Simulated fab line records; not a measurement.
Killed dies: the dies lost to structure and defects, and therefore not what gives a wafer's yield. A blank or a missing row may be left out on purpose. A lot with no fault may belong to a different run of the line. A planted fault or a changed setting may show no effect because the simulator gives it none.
Chamber matching / flow nand harc / NHARC_A_BONDPAD_DEP_00 on pecvd-03: 3 sister chambers
The step deposits SiCN, target thk 250 nm. 18 wafers are shown with their chamber, then 9 later ones without.

## EACH WAFER AND ITS CHAMBER
wafer=L076.2; chamber=1; heater power w (W)=633; rf fwd power W (W)=445.7
wafer=L076.3; chamber=0; heater power w (W)=562; rf fwd power W (W)=449.6
wafer=L076.5; chamber=1; heater power w (W)=665; rf fwd power W (W)=447.9
wafer=L077.3; chamber=2; heater power w (W)=561; rf fwd power W (W)=449.5
wafer=L077.4; chamber=2; heater power w (W)=568; rf fwd power W (W)=448.7
wafer=L077.5; chamber=0; heater power w (W)=520; rf fwd power W (W)=450.2
wafer=L079.1; chamber=0; heater power w (W)=485; rf fwd power W (W)=448.8
wafer=L079.2; chamber=2; heater power w (W)=607; rf fwd power W (W)=447.9
wafer=L079.4; chamber=0; heater power w (W)=488; rf fwd power W (W)=450.2
wafer=L081.1; chamber=1; heater power w (W)=646; rf fwd power W (W)=448.3
wafer=L081.2; chamber=2; heater power w (W)=620; rf fwd power W (W)=450.8
wafer=L081.5; chamber=2; heater power w (W)=646; rf fwd power W (W)=449.9
wafer=L080.3; chamber=2; heater power w (W)=642; rf fwd power W (W)=453.2
wafer=L080.4; chamber=2; heater power w (W)=505; rf fwd power W (W)=449.0
wafer=L080.6; chamber=0; heater power w (W)=488; rf fwd power W (W)=451.0
wafer=L085.1; chamber=0; heater power w (W)=539; rf fwd power W (W)=449.6
wafer=L085.3; chamber=2; heater power w (W)=595; rf fwd power W (W)=448.8
wafer=L085.6; chamber=1; heater power w (W)=624; rf fwd power W (W)=447.5

SIGNATURES (means of the wafers above)
reading=heater power w; chamber 0=513.67; chamber 1=642.00; chamber 2=593.00; scatter within a chamber=38
reading=rf fwd power W; chamber 0=449.900; chamber 1=447.350; chamber 2=449.725; scatter within a chamber=1.31
Rule: for each reading, subtract the chamber's mean from the wafer's reading, divide by that reading's scatter and square the result; add these up over the readings and take the root, which gives the wafer's distance from the chamber. If the next closest chamber is less than 2 further off than the closest, the wafer can't be placed; otherwise it belongs to the closest. The scatter: take each reading less its chamber's mean, square it, sum over the shown wafers, divide by the number of wafers less the number of chambers, and take the root.

## WAFERS WHOSE CHAMBER IS MISSING
wafer=L090.1; heater power w (W)=465; rf fwd power W (W)=449.3
wafer=L090.4; heater power w (W)=482; rf fwd power W (W)=447.3
wafer=L090.5; heater power w (W)=619; rf fwd power W (W)=450.1
wafer=L093.3; heater power w (W)=635; rf fwd power W (W)=450.0
wafer=L093.4; heater power w (W)=512; rf fwd power W (W)=450.0
wafer=L093.5; heater power w (W)=541; rf fwd power W (W)=450.0
wafer=L097.3; heater power w (W)=593; rf fwd power W (W)=449.6
wafer=L097.4; heater power w (W)=533; rf fwd power W (W)=451.0
wafer=L097.5; heater power w (W)=678; rf fwd power W (W)=449.1

## CHAMBER TAKEN BY EACH
wafer=L090.1; from the rows above=0; in truth=0
wafer=L090.4; from the rows above=can't be placed: 0 or 2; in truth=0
wafer=L090.5; from the rows above=can't be placed: 2 or 1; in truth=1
wafer=L093.3; from the rows above=can't be placed: 2 or 1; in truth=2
wafer=L093.4; from the rows above=0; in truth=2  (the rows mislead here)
wafer=L093.5; from the rows above=can't be placed: 0 or 2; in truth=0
wafer=L097.3; from the rows above=2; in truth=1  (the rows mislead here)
wafer=L097.4; from the rows above=can't be placed: 0 or 2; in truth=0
wafer=L097.5; from the rows above=can't be placed: 1 or 2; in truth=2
Placed correctly: 1 of 9. Unplaceable from these rows: 6, with the true chamber sitting among the candidates in 6. Placed wrongly: 2.
